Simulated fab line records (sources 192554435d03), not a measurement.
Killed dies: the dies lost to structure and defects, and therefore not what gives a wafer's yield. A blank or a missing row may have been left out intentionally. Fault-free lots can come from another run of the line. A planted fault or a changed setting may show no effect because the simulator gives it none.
fab line records -- flow n5Finfet
[record] lots = 24, wafers = 72, lastDay = 20
route steps=1938 shown BEOL_M11@1586 BEOL_M12@1603
lots untouched by any fault: they come from a run of this same line in which no faults occurred
startH: hours from the record's first day to the start of the lot's first wafer shown -- waitH: hours from the lot's prior step to this one -- " the same as in the row above -- L1.1+2: a row that stands for several wafers -- - no value, or no start given -- * or withheld: withheld -- < > ~ a bound
route shown NAME@n: a module of which the file shows steps, and the number in the route of the first -- usual: the fault-free wafers' mean and standard deviation -- same: alike in all rows -- chamber/n: place in a boat -- sites: each site's reading -- _std_site: the values' standard deviation -- _edge_site: mean of outer sites minus mean of inner sites -- radiusMm: for every site, how far away it sits from the centre of the wafer -- mask NAME#n: copy n -- behind: the last tool/chamber to shape the wafer -- hold: cause of the lot's hold/its duration in hours/its outcome -- device: which transistor (n, p or np) failed to switch -- end of line: at the end of the route, the tests of the same wafers -- a step given without rows: its recipe and nothing more -- killed: count of dies lost to structure and defects at first sort (not the wafer's yield) -- map: the dies of a wafer, with x for killed, . for not killed, _ for no die there
set.NAME: the setting as run; set.NAME@STEP: as run at that earlier step -- model.NAME: the simulator's own value behind a step, which no gauge read
steps of the route over a sample of lots; a table a step, a row a wafer
services: a tool's chamber out of use, with start hour (startH, from the record's first day; less than 0 if before it), hours out, and reason
[[steps]]
[step N5_BEOL_M11_CD_MEAS_35]
[recipe] targetCdNm = 70, polarity = opening
[usual] cdNm = 70.1/0.5
lot.wafer,tool,chamber,startH,waitH,cdNm
L074.1,cdSem-01,-,255.43,0.0,70.3
L074.3,cdSem-01,-,255.43,0.0,69.4
L074.5,cdSem-01,-,255.43,0.0,69.6
L079.1,cdSem-02,-,259.84,0.0,70.9
L079.3,cdSem-02,-,259.84,0.0,70.3
L079.5,cdSem-02,-,259.84,0.0,70.7
L077.2,cdSem-03,-,261.99,0.0,70.0
L077.5,cdSem-03,-,261.99,0.0,69.8
L077.6,cdSem-03,-,261.99,0.0,70.9
L076.1,cdSem-02,-,262.15,0.0,69.9
L076.2,cdSem-02,-,262.15,0.0,70.1
L076.4,cdSem-02,-,262.15,0.0,69.4
L075.2,cdSem-02,-,268.40,0.0,69.8
L075.3,cdSem-02,-,268.40,0.0,69.9
L075.6,cdSem-02,-,268.40,0.0,69.5
L078.1,cdSem-03,-,275.88,0.0,70.3
L078.4,cdSem-03,-,275.88,0.0,70.1
L078.6,cdSem-03,-,275.88,0.0,70.5
L080.1,cdSem-01,-,285.35,0.0,70.5
L080.3,cdSem-01,-,285.35,0.0,70.2
L080.5,cdSem-01,-,285.35,0.0,70.0
L081.2,cdSem-01,-,289.71,0.0,69.7
L081.5,cdSem-01,-,289.71,0.0,70.0
L081.6,cdSem-01,-,289.71,0.0,70.7
L082.2,cdSem-01,-,312.94,0.0,69.6
L082.3,cdSem-01,-,312.94,0.0,70.2
L082.5,cdSem-01,-,312.94,0.0,69.8
L085.2,cdSem-03,-,316.31,0.0,70.4
L085.3,cdSem-03,-,316.31,0.0,70.0
L085.4,cdSem-03,-,316.31,0.0,70.4
L084.2,cdSem-03,-,347.40,0.0,70.3
L084.4,cdSem-03,-,347.40,0.0,69.8
L084.5,cdSem-03,-,347.40,0.0,70.6
L086.2,cdSem-03,-,350.31,0.0,69.7
L086.3,cdSem-03,-,350.31,0.0,70.0
L086.4,cdSem-03,-,350.31,0.0,69.6
L089.2,cdSem-03,-,356.64,0.0,70.4
L089.3,cdSem-03,-,356.64,0.0,69.6
L089.5,cdSem-03,-,356.64,0.0,69.3
L083.3,cdSem-03,-,361.43,0.0,70.4
L083.4,cdSem-03,-,361.43,0.0,70.6
L083.5,cdSem-03,-,361.43,0.0,71.3
L088.1,cdSem-01,-,365.84,0.0,71.4
L088.2,cdSem-01,-,365.84,0.0,70.7
L088.4,cdSem-01,-,365.84,0.0,70.3
L087.1,cdSem-02,-,368.25,0.0,70.1
L087.4,cdSem-02,-,368.25,0.0,70.2
L087.6,cdSem-02,-,368.25,0.0,70.5
L090.2,cdSem-03,-,372.95,0.0,70.4
L090.3,cdSem-03,-,372.95,0.0,70.1
L090.6,cdSem-03,-,372.95,0.0,70.4
L093.3,cdSem-01,-,392.30,0.0,70.7
L093.4,cdSem-01,-,392.30,0.0,69.8
L093.5,cdSem-01,-,392.30,0.0,70.0
L092.1,cdSem-01,-,395.49,0.0,69.3
L092.2,cdSem-01,-,395.49,0.0,69.0
L092.6,cdSem-01,-,395.49,0.0,69.9
L091.1,cdSem-02,-,402.01,0.0,70.2
L091.3,cdSem-02,-,402.01,0.0,69.9
L091.6,cdSem-02,-,402.01,0.0,70.2
L094.1,cdSem-02,-,402.47,0.0,71.0
L094.2,cdSem-02,-,402.47,0.0,70.2
L094.3,cdSem-02,-,402.47,0.0,70.2
L097.1,cdSem-03,-,409.21,0.0,69.2
L097.2,cdSem-03,-,409.21,0.0,69.9
L097.5,cdSem-03,-,409.21,0.0,69.7
L095.4,cdSem-01,-,412.41,0.0,69.8
L095.5,cdSem-01,-,412.41,0.0,70.3
L095.6,cdSem-01,-,412.41,0.0,69.8
L096.2,cdSem-03,-,427.41,0.0,70.0
L096.3,cdSem-03,-,427.41,0.0,69.9
L096.6,cdSem-03,-,427.41,0.0,69.4
[step N5_BEOL_M11_PRE_CLEAN_45]
[recipe] gas = H2/He, timeS = 30, tempC = 250
[usual] heaterPowerW = 357/40
lot.wafer,tool,chamber,startH,waitH,heaterPowerW
L074.1,pvdSputter-01,-,255.85,0.0,327
L074.3,pvdSputter-01,-,255.85,0.0,393
L074.5,pvdSputter-01,-,255.85,0.0,316
L079.1,pvdSputter-03,-,260.78,0.0,319
L079.3,pvdSputter-03,-,260.78,0.0,418
L079.5,pvdSputter-03,-,260.78,0.0,306
L077.2,pvdSputter-01,-,262.50,0.0,343
L077.5,pvdSputter-01,-,262.50,0.0,321
L077.6,pvdSputter-01,-,262.50,0.0,400
L076.1,pvdSputter-01,-,262.58,0.0,347
L076.2,pvdSputter-01,-,262.58,0.0,400
L076.4,pvdSputter-01,-,262.58,0.0,302
L075.2,pvdSputter-01,-,268.81,0.0,312
L075.3,pvdSputter-01,-,268.81,0.0,355
L075.6,pvdSputter-01,-,268.81,0.0,308
L078.1,pvdSputter-03,-,276.28,0.0,313
L078.4,pvdSputter-03,-,276.28,0.0,401
L078.6,pvdSputter-03,-,276.28,0.0,326
L080.1,pvdSputter-01,-,286.39,0.0,322
L080.3,pvdSputter-01,-,286.39,0.0,344
L080.5,pvdSputter-01,-,286.39,0.0,389
L081.2,pvdSputter-02,-,290.29,0.0,375
L081.5,pvdSputter-02,-,290.29,0.0,404
L081.6,pvdSputter-02,-,290.29,0.0,405
L082.2,pvdSputter-03,-,313.41,0.0,318
L082.3,pvdSputter-03,-,313.41,0.0,330
L082.5,pvdSputter-03,-,313.41,0.0,302
L085.2,pvdSputter-01,-,316.71,0.0,315
L085.3,pvdSputter-01,-,316.71,0.0,343
L085.4,pvdSputter-01,-,316.71,0.0,320
L084.2,pvdSputter-01,-,348.28,0.0,407
L084.4,pvdSputter-01,-,348.28,0.0,319
L084.5,pvdSputter-01,-,348.28,0.0,310
L086.2,pvdSputter-02,-,350.76,0.0,369
L086.3,pvdSputter-02,-,350.76,0.0,355
L086.4,pvdSputter-02,-,350.76,0.0,405
L089.2,pvdSputter-02,-,357.06,0.0,366
L089.3,pvdSputter-02,-,357.06,0.0,378
L089.5,pvdSputter-02,-,357.06,0.0,414
L083.3,pvdSputter-02,-,361.84,0.0,392
L083.4,pvdSputter-02,-,361.84,0.0,368
L083.5,pvdSputter-02,-,361.84,0.0,366
L088.1,pvdSputter-03,-,366.55,0.0,319
L088.2,pvdSputter-03,-,366.55,0.0,418
L088.4,pvdSputter-03,-,366.55,0.0,298
L087.1,pvdSputter-02,-,369.46,0.0,370
L087.4,pvdSputter-02,-,369.46,0.0,398
L087.6,pvdSputter-02,-,369.46,0.0,417
L090.2,pvdSputter-01,-,373.92,0.0,406
L090.3,pvdSputter-01,-,373.92,0.0,344
L090.6,pvdSputter-01,-,373.92,0.0,409
L093.3,pvdSputter-02,-,393.00,0.0,391
L093.4,pvdSputter-02,-,393.00,0.0,418
L093.5,pvdSputter-02,-,393.00,0.0,415
L092.1,pvdSputter-02,-,396.47,0.0,394
L092.2,pvdSputter-02,-,396.47,0.0,367
L092.6,pvdSputter-02,-,396.47,0.0,367
L091.1,pvdSputter-03,-,402.97,0.0,412
L091.3,pvdSputter-03,-,402.97,0.0,320
L091.6,pvdSputter-03,-,402.97,0.0,325
L094.1,pvdSputter-01,-,403.04,0.0,397
L094.2,pvdSputter-01,-,403.04,0.0,327
L094.3,pvdSputter-01,-,403.04,0.0,297
L097.1,pvdSputter-02,-,410.09,0.0,376
L097.2,pvdSputter-02,-,410.09,0.0,366
L097.5,pvdSputter-02,-,410.09,0.0,431
L095.4,pvdSputter-02,-,412.93,0.0,370
L095.5,pvdSputter-02,-,412.93,0.0,418
L095.6,pvdSputter-02,-,412.93,0.0,387
L096.2,pvdSputter-03,-,428.40,0.0,306
L096.3,pvdSputter-03,-,428.40,0.0,325
L096.6,pvdSputter-03,-,428.40,0.0,304
[step N5_BEOL_M11_SURFACE_TREAT_76]
[recipe] gas = Ar, timeS = *, ionEnergyEv = *, ionCurrentMaCm2 = 0.5, pressureMtorr = *, arFlowSccm = 30
[usual] throttleValvePct = *
lot.wafer,tool,chamber,startH,waitH,throttleValvePct
L074.1,pvdSputter-03,-,256.25,0.2,*
L074.3,pvdSputter-03,-,256.25,0.2,*
L074.5,pvdSputter-03,-,256.25,0.2,*
L079.1,pvdSputter-01,-,261.31,0.3,*
L079.3,pvdSputter-01,-,261.31,0.3,*
L079.5,pvdSputter-01,-,261.31,0.3,*
L077.2,pvdSputter-01,-,262.92,0.2,*
L077.5,pvdSputter-01,-,262.92,0.2,*
L077.6,pvdSputter-01,-,262.92,0.2,*
L076.1,pvdSputter-01,-,262.96,0.2,*
L076.2,pvdSputter-01,-,262.96,0.2,*
L076.4,pvdSputter-01,-,262.96,0.2,*
L075.2,pvdSputter-01,-,269.15,0.2,*
L075.3,pvdSputter-01,-,269.15,0.2,*
L075.6,pvdSputter-01,-,269.15,0.2,*
L078.1,pvdSputter-01,-,277.93,1.2,*
L078.4,pvdSputter-01,-,277.93,1.2,*
L078.6,pvdSputter-01,-,277.93,1.2,*
L080.1,pvdSputter-01,-,286.81,0.2,*
L080.3,pvdSputter-01,-,286.81,0.2,*
L080.5,pvdSputter-01,-,286.81,0.2,*
L081.2,pvdSputter-03,-,290.64,0.2,*
L081.5,pvdSputter-03,-,290.64,0.2,*
L081.6,pvdSputter-03,-,290.64,0.2,*
L082.2,pvdSputter-03,-,313.91,0.2,*
L082.3,pvdSputter-03,-,313.91,0.2,*
L082.5,pvdSputter-03,-,313.91,0.2,*
L085.2,pvdSputter-01,-,317.05,0.2,*
L085.3,pvdSputter-01,-,317.05,0.2,*
L085.4,pvdSputter-01,-,317.05,0.2,*
L084.2,pvdSputter-03,-,349.62,1.1,*
L084.4,pvdSputter-03,-,349.62,1.1,*
L084.5,pvdSputter-03,-,349.62,1.1,*
L086.2,pvdSputter-02,-,351.13,0.2,*
L086.3,pvdSputter-02,-,351.13,0.2,*
L086.4,pvdSputter-02,-,351.13,0.2,*
L089.2,pvdSputter-01,-,357.43,0.2,*
L089.3,pvdSputter-01,-,357.43,0.2,*
L089.5,pvdSputter-01,-,357.43,0.2,*
L083.3,pvdSputter-01,-,362.59,0.4,*
L083.4,pvdSputter-01,-,362.59,0.4,*
L083.5,pvdSputter-01,-,362.59,0.4,*
L088.1,pvdSputter-01,-,367.25,0.5,*
L088.2,pvdSputter-01,-,367.25,0.5,*
L088.4,pvdSputter-01,-,367.25,0.5,*
L087.1,pvdSputter-01,-,369.82,0.2,*
L087.4,pvdSputter-01,-,369.82,0.2,*
L087.6,pvdSputter-01,-,369.82,0.2,*
L090.2,pvdSputter-01,-,374.40,0.2,*
L090.3,pvdSputter-01,-,374.40,0.2,*
L090.6,pvdSputter-01,-,374.40,0.2,*
L093.3,pvdSputter-02,-,393.87,0.4,*
L093.4,pvdSputter-02,-,393.87,0.4,*
L093.5,pvdSputter-02,-,393.87,0.4,*
L092.1,pvdSputter-02,-,396.82,0.2,*
L092.2,pvdSputter-02,-,396.82,0.2,*
L092.6,pvdSputter-02,-,396.82,0.2,*
L091.1,pvdSputter-02,-,403.39,0.2,*
L091.3,pvdSputter-02,-,403.39,0.2,*
L091.6,pvdSputter-02,-,403.39,0.2,*
L094.1,pvdSputter-03,-,403.45,0.2,*
L094.2,pvdSputter-03,-,403.45,0.2,*
L094.3,pvdSputter-03,-,403.45,0.2,*
L097.1,pvdSputter-02,-,410.45,0.2,*
L097.2,pvdSputter-02,-,410.45,0.2,*
L097.5,pvdSputter-02,-,410.45,0.2,*
L095.4,pvdSputter-03,-,413.33,0.2,*
L095.5,pvdSputter-03,-,413.33,0.2,*
L095.6,pvdSputter-03,-,413.33,0.2,*
L096.2,pvdSputter-03,-,429.02,0.2,*
L096.3,pvdSputter-03,-,429.02,0.2,*
L096.6,pvdSputter-03,-,429.02,0.2,*
[step N5_BEOL_M12_THK_MEAS_01]
[recipe] reads = SiOC_of_BEOL_M12_ILD_DEP_00
[usual] M12_ILD_THK = 660/7.3
lot.wafer,tool,chamber,startH,waitH,M12_ILD_THK[nm]
L074.1,filmMetro-02,-,257.71,0.1,652
L074.3,filmMetro-02,-,257.71,0.1,654
L074.5,filmMetro-02,-,257.71,0.1,661
L079.1,filmMetro-01,-,262.73,0.1,645
L079.3,filmMetro-01,-,262.73,0.1,650
L079.5,filmMetro-01,-,262.73,0.1,660
L077.2,filmMetro-02,-,264.30,0.1,649
L077.5,filmMetro-02,-,264.30,0.1,662
L077.6,filmMetro-02,-,264.30,0.1,666
L076.1,filmMetro-02,-,264.52,0.1,656
L076.2,filmMetro-02,-,264.52,0.1,664
L076.4,filmMetro-02,-,264.52,0.1,674
L075.2,filmMetro-02,-,270.92,0.1,654
L075.3,filmMetro-02,-,270.92,0.1,659
L075.6,filmMetro-02,-,270.92,0.1,670
L078.1,filmMetro-02,-,279.77,0.1,651
L078.4,filmMetro-02,-,279.77,0.1,661
L078.6,filmMetro-02,-,279.77,0.1,662
L080.1,filmMetro-01,-,288.45,0.1,649
L080.3,filmMetro-01,-,288.45,0.1,658
L080.5,filmMetro-01,-,288.45,0.1,665
L081.2,filmMetro-02,-,292.57,0.1,654
L081.5,filmMetro-02,-,292.57,0.1,650
L081.6,filmMetro-02,-,292.57,0.1,665
L082.2,filmMetro-01,-,317.13,0.1,652
L082.3,filmMetro-01,-,317.13,0.1,653
L082.5,filmMetro-01,-,317.13,0.1,656
L085.2,filmMetro-01,-,318.36,0.1,657
L085.3,filmMetro-01,-,318.36,0.1,648
L085.4,filmMetro-01,-,318.36,0.1,666
L084.2,filmMetro-01,-,351.47,0.1,653
L084.4,filmMetro-01,-,351.47,0.1,663
L084.5,filmMetro-01,-,351.47,0.1,661
L086.2,filmMetro-01,-,352.44,0.1,666
L086.3,filmMetro-01,-,352.44,0.1,666
L086.4,filmMetro-01,-,352.44,0.1,677
L089.2,filmMetro-02,-,358.87,0.1,657
L089.3,filmMetro-02,-,358.87,0.1,650
L089.5,filmMetro-02,-,358.87,0.1,664
L083.3,filmMetro-01,-,364.24,0.1,652
L083.4,filmMetro-01,-,364.24,0.1,667
L083.5,filmMetro-01,-,364.24,0.1,656
L088.1,filmMetro-01,-,369.04,0.1,659
L088.2,filmMetro-01,-,369.04,0.1,663
L088.4,filmMetro-01,-,369.04,0.1,674
L087.1,filmMetro-01,-,371.26,0.1,660
L087.4,filmMetro-01,-,371.26,0.1,665
L087.6,filmMetro-01,-,371.26,0.1,669
L090.2,filmMetro-01,-,375.99,0.1,669
L090.3,filmMetro-01,-,375.99,0.1,665
L090.6,filmMetro-01,-,375.99,0.1,673
L093.3,filmMetro-02,-,395.37,0.1,655
L093.4,filmMetro-02,-,395.37,0.1,662
L093.5,filmMetro-02,-,395.37,0.1,666
L092.1,filmMetro-02,-,398.21,0.1,646
L092.2,filmMetro-02,-,398.21,0.1,654
L092.6,filmMetro-02,-,398.21,0.1,669
L094.1,filmMetro-01,-,404.79,0.1,651
L094.2,filmMetro-01,-,404.79,0.1,660
L094.3,filmMetro-01,-,404.79,0.1,660
L091.1,filmMetro-01,-,405.24,0.1,655
L091.3,filmMetro-01,-,405.24,0.1,649
L091.6,filmMetro-01,-,405.24,0.1,662
L097.1,filmMetro-01,-,413.55,0.1,642
L097.2,filmMetro-01,-,413.55,0.1,653
L097.5,filmMetro-01,-,413.55,0.1,664
L095.4,filmMetro-01,-,414.87,0.0,670
L095.5,filmMetro-01,-,414.87,0.0,675
L095.6,filmMetro-01,-,414.87,0.0,665
L096.2,filmMetro-01,-,430.50,0.1,663
L096.3,filmMetro-01,-,430.50,0.1,656
L096.6,filmMetro-01,-,430.50,0.1,663
[step N5_BEOL_M12_STRIP_63]
[recipe] chemistry = N2/H2, powerW = 1000, tempC = 250, h2Frac = 0.65, overashFraction = 0.3, pressureMtorr = 1000, n2FlowSccm = 1750, h2FlowSccm = 3250
[usual] drypumpMotorCurrentA = 5.77/0.11, heaterPowerW = 338/23, oesProductAu = 0.693/0.0048, stripTimeToEndpointS = 42.6/0.78
[same] overashFraction = 0.3
lot.wafer,tool,chamber,startH,waitH,drypumpMotorCurrentA,heaterPowerW,oesProductAu,rfHoursCounterH,stripTimeToEndpointS
L074.1,plasmaAsher-02,1,258.82,-,5.74,293,0.702,120,43.0
L074.3,plasmaAsher-02,1,258.82,-,5.73,299,0.692,-,43.0
L074.5,plasmaAsher-02,0,258.82,-,5.95,345,0.694,-,42.2
L079.1,plasmaAsher-01,0,263.53,-,5.67,359,0.702,76,43.6
L079.3,plasmaAsher-01,1,263.53,-,5.75,338,0.696,-,43.8
L079.5,plasmaAsher-01,0,263.53,-,5.65,361,0.696,-,42.8
L077.2,plasmaAsher-01,1,265.13,-,5.71,345,0.692,77,43.9
L077.5,plasmaAsher-01,0,265.13,-,5.69,358,0.685,-,42.7
L077.6,plasmaAsher-01,1,265.13,-,5.73,340,0.688,-,41.8
L076.1,plasmaAsher-02,0,265.54,-,5.94,356,0.686,122,42.5
L076.2,plasmaAsher-02,1,265.54,-,5.73,304,0.692,122,42.1
L076.4,plasmaAsher-02,0,265.54,-,5.93,345,0.695,-,41.0
L075.2,plasmaAsher-02,0,271.61,-,5.94,347,0.697,123,42.4
L075.3,plasmaAsher-02,1,271.61,-,5.71,304,0.694,-,42.4
L075.6,plasmaAsher-02,1,271.61,-,5.71,305,0.691,-,41.4
L078.1,plasmaAsher-02,1,280.57,-,5.74,298,0.695,125,43.9
L078.4,plasmaAsher-02,1,280.57,-,5.74,308,0.698,-,42.9
L078.6,plasmaAsher-02,1,280.57,-,5.74,297,0.696,-,43.1
L080.1,plasmaAsher-02,0,289.18,-,5.93,349,0.687,127,43.7
L080.3,plasmaAsher-02,1,289.18,-,5.73,297,0.695,-,42.9
L080.5,plasmaAsher-02,1,289.18,-,5.71,300,0.692,-,42.7
L081.2,plasmaAsher-02,0,293.33,-,5.94,343,0.696,128,43.3
L081.5,plasmaAsher-02,0,293.33,-,5.94,347,0.700,-,44.0
L081.6,plasmaAsher-02,1,293.33,-,5.75,300,0.690,-,42.6
L082.2,plasmaAsher-01,1,317.93,-,5.75,340,0.696,88,42.7
L082.3,plasmaAsher-01,0,317.93,-,5.63,360,0.692,-,42.0
L082.5,plasmaAsher-01,0,317.93,-,5.64,365,0.701,-,41.8
L085.2,plasmaAsher-02,1,319.04,-,5.73,300,0.689,132,42.3
L085.3,plasmaAsher-02,0,319.04,-,5.93,359,0.689,-,43.2
L085.4,plasmaAsher-02,1,319.04,-,5.75,306,0.688,-,41.8
L084.2,plasmaAsher-01,0,352.27,-,5.66,368,0.692,94,43.0
L084.4,plasmaAsher-01,1,352.27,-,5.76,349,0.695,-,42.7
L084.5,plasmaAsher-01,1,352.27,-,5.75,346,0.699,-,42.7
L086.2,plasmaAsher-01,1,353.25,-,5.71,350,0.704,94,42.0
L086.3,plasmaAsher-01,1,353.25,-,5.72,340,0.691,-,42.5
L086.4,plasmaAsher-01,0,353.25,-,5.67,362,0.691,-,41.5
L089.2,plasmaAsher-01,1,359.54,-,5.70,335,0.686,96,43.2
L089.3,plasmaAsher-01,0,359.54,-,5.67,365,0.691,-,43.5
L089.5,plasmaAsher-01,0,359.54,-,5.65,365,0.697,-,42.4
L083.3,plasmaAsher-02,0,364.94,-,5.95,343,0.693,-,43.3
L083.4,plasmaAsher-02,1,364.94,-,5.73,313,0.702,-,41.6
L083.5,plasmaAsher-02,1,364.94,-,5.72,300,0.698,-,42.3
L088.1,plasmaAsher-01,0,369.72,-,5.68,355,0.696,98,42.4
L088.2,plasmaAsher-01,1,369.72,-,5.72,340,0.697,98,42.5
L088.4,plasmaAsher-01,1,369.72,-,5.73,343,0.690,-,40.7
L087.1,plasmaAsher-01,1,371.93,-,5.72,341,0.686,99,42.8
L087.4,plasmaAsher-01,0,371.93,-,5.65,358,0.688,-,41.6
L087.6,plasmaAsher-01,0,371.93,-,5.65,363,0.695,-,41.6
L090.2,plasmaAsher-02,0,376.79,-,5.96,355,0.709,143,42.0
L090.3,plasmaAsher-02,1,376.79,-,5.72,303,0.691,-,42.0
L090.6,plasmaAsher-02,1,376.79,-,5.72,301,0.689,-,41.1
L093.3,plasmaAsher-02,0,396.07,-,5.96,338,0.697,-,43.0
L093.4,plasmaAsher-02,1,396.07,-,5.72,305,0.695,-,42.4
L093.5,plasmaAsher-02,1,396.07,-,5.72,300,0.699,-,41.9
L092.1,plasmaAsher-01,0,399.09,-,5.66,359,0.695,104,44.3
L092.2,plasmaAsher-01,1,399.09,-,5.75,336,0.695,104,43.9
L092.6,plasmaAsher-01,1,399.09,-,5.73,341,0.689,-,42.1
L094.1,plasmaAsher-02,1,405.47,-,5.72,299,0.694,148,43.5
L094.2,plasmaAsher-02,0,405.47,-,5.94,357,0.700,148,42.8
L094.3,plasmaAsher-02,1,405.47,-,5.71,304,0.682,-,42.4
L091.1,plasmaAsher-02,0,406.04,-,5.93,352,0.692,148,42.7
L091.3,plasmaAsher-02,0,406.04,-,5.92,355,0.689,-,43.5
L091.6,plasmaAsher-02,0,406.04,-,5.92,347,0.699,-,42.2
L097.1,plasmaAsher-01,0,414.36,-,5.64,369,0.697,107,44.6
L097.2,plasmaAsher-01,1,414.36,-,5.75,348,0.696,107,43.5
L097.5,plasmaAsher-01,1,414.36,-,5.75,350,0.700,-,41.9
L095.4,plasmaAsher-02,0,415.75,-,5.98,353,0.696,-,41.3
L095.5,plasmaAsher-02,1,415.75,-,5.74,305,0.687,-,41.0
L095.6,plasmaAsher-02,0,415.75,-,5.94,347,0.693,-,42.0
L096.2,plasmaAsher-01,1,432.81,-,5.74,351,0.689,111,42.2
L096.3,plasmaAsher-01,1,432.81,-,5.74,341,0.689,-,43.3
L096.6,plasmaAsher-01,0,432.81,-,5.68,362,0.698,-,42.6
[step N5_BEOL_M12_ANNEAL_48]
[recipe] tempC = 225, timeS = 90, ambient = N2
[usual] wafer_temp_C_max = 226.1/0.33
lot.wafer,tool,chamber,startH,waitH,wafer_temp_C_max
L074.1,rtpAnneal-01,0,261.49,0.1,225.7
L074.3,rtpAnneal-01,0,261.49,0.1,225.7
L074.5,rtpAnneal-01,0,261.49,0.1,225.7
L079.1,rtpAnneal-02,0,268.63,0.4,226.5
L079.3,rtpAnneal-02,0,268.63,0.4,226.6
L079.5,rtpAnneal-02,0,268.63,0.4,225.9
L076.1,rtpAnneal-02,0,269.02,0.4,225.9
L076.2,rtpAnneal-02,0,269.02,0.4,226.7
L076.4,rtpAnneal-02,0,269.02,0.4,226.2
L077.2,rtpAnneal-02,0,269.79,1.0,226.3
L077.5,rtpAnneal-02,0,269.79,1.0,226.6
L077.6,rtpAnneal-02,0,269.79,1.0,226.5
L075.2,rtpAnneal-01,0,275.76,0.9,225.8
L075.3,rtpAnneal-01,0,275.76,0.9,226.0
L075.6,rtpAnneal-01,0,275.76,0.9,225.9
L078.1,rtpAnneal-01,0,283.69,0.3,226.2
L078.4,rtpAnneal-01,0,283.69,0.3,225.9
L078.6,rtpAnneal-01,0,283.69,0.3,225.9
L080.1,rtpAnneal-02,0,293.68,0.1,226.5
L080.3,rtpAnneal-02,0,293.68,0.1,226.9
L080.5,rtpAnneal-02,0,293.68,0.1,226.8
L081.2,rtpAnneal-02,0,296.56,0.1,226.5
L081.5,rtpAnneal-02,0,296.56,0.1,226.3
L081.6,rtpAnneal-02,0,296.56,0.1,226.4
L082.2,rtpAnneal-02,0,320.89,0.1,226.3
L082.3,rtpAnneal-02,0,320.89,0.1,226.6
L082.5,rtpAnneal-02,0,320.89,0.1,226.0
L085.2,rtpAnneal-02,0,321.22,0.1,225.9
L085.3,rtpAnneal-02,0,321.22,0.1,225.9
L085.4,rtpAnneal-02,0,321.22,0.1,226.6
L084.2,rtpAnneal-02,0,355.22,0.1,226.3
L084.4,rtpAnneal-02,0,355.22,0.1,225.9
L084.5,rtpAnneal-02,0,355.22,0.1,226.3
L086.2,rtpAnneal-02,0,355.67,0.3,226.4
L086.3,rtpAnneal-02,0,355.67,0.3,226.1
L086.4,rtpAnneal-02,0,355.67,0.3,226.5
L089.2,rtpAnneal-01,0,365.45,0.1,225.9
L089.3,rtpAnneal-01,0,365.45,0.1,226.0
L089.5,rtpAnneal-01,0,365.45,0.1,225.9
L083.3,rtpAnneal-01,0,367.93,0.5,225.9
L083.4,rtpAnneal-01,0,367.93,0.5,225.6
L083.5,rtpAnneal-01,0,367.93,0.5,225.8
L088.1,rtpAnneal-02,0,374.79,0.1,226.3
L088.2,rtpAnneal-02,0,374.79,0.1,226.6
L088.4,rtpAnneal-02,0,374.79,0.1,226.3
L087.1,rtpAnneal-01,0,376.66,0.4,225.8
L087.4,rtpAnneal-01,0,376.66,0.4,226.0
L087.6,rtpAnneal-01,0,376.66,0.4,226.1
L090.2,rtpAnneal-01,0,381.15,0.1,225.6
L090.3,rtpAnneal-01,0,381.15,0.1,225.7
L090.6,rtpAnneal-01,0,381.15,0.1,226.2
L093.3,rtpAnneal-01,0,398.60,0.2,226.0
L093.4,rtpAnneal-01,0,398.60,0.2,225.8
L093.5,rtpAnneal-01,0,398.60,0.2,225.7
L092.1,rtpAnneal-02,0,404.07,0.2,227.0
L092.2,rtpAnneal-02,0,404.07,0.2,226.1
L092.6,rtpAnneal-02,0,404.07,0.2,226.4
L091.1,rtpAnneal-02,0,408.63,0.1,226.3
L091.3,rtpAnneal-02,0,408.63,0.1,226.4
L091.6,rtpAnneal-02,0,408.63,0.1,226.1
L094.1,rtpAnneal-02,0,409.17,0.5,226.2
L094.2,rtpAnneal-02,0,409.17,0.5,226.1
L094.3,rtpAnneal-02,0,409.17,0.5,226.8
L097.1,rtpAnneal-02,0,417.48,0.1,226.1
L097.2,rtpAnneal-02,0,417.48,0.1,226.2
L097.5,rtpAnneal-02,0,417.48,0.1,226.2
L095.4,rtpAnneal-01,0,420.66,0.2,226.1
L095.5,rtpAnneal-01,0,420.66,0.2,226.1
L095.6,rtpAnneal-01,0,420.66,0.2,225.9
L096.2,rtpAnneal-02,0,436.37,0.1,225.6
L096.3,rtpAnneal-02,0,436.37,0.1,225.9
L096.6,rtpAnneal-02,0,436.37,0.1,226.4
[[services]]
tool,chamber,startH,hours,kind
pvdSputter-02,-,265.13,12.8,repair
plasmaAsher-02,-,274.21,1.6,repair
plasmaAsher-02,-,281.37,1.8,repair
plasmaAsher-02,-,313.19,5.1,repair
pvdSputter-03,-,361.72,2.7,repair
[[key]]
fault none
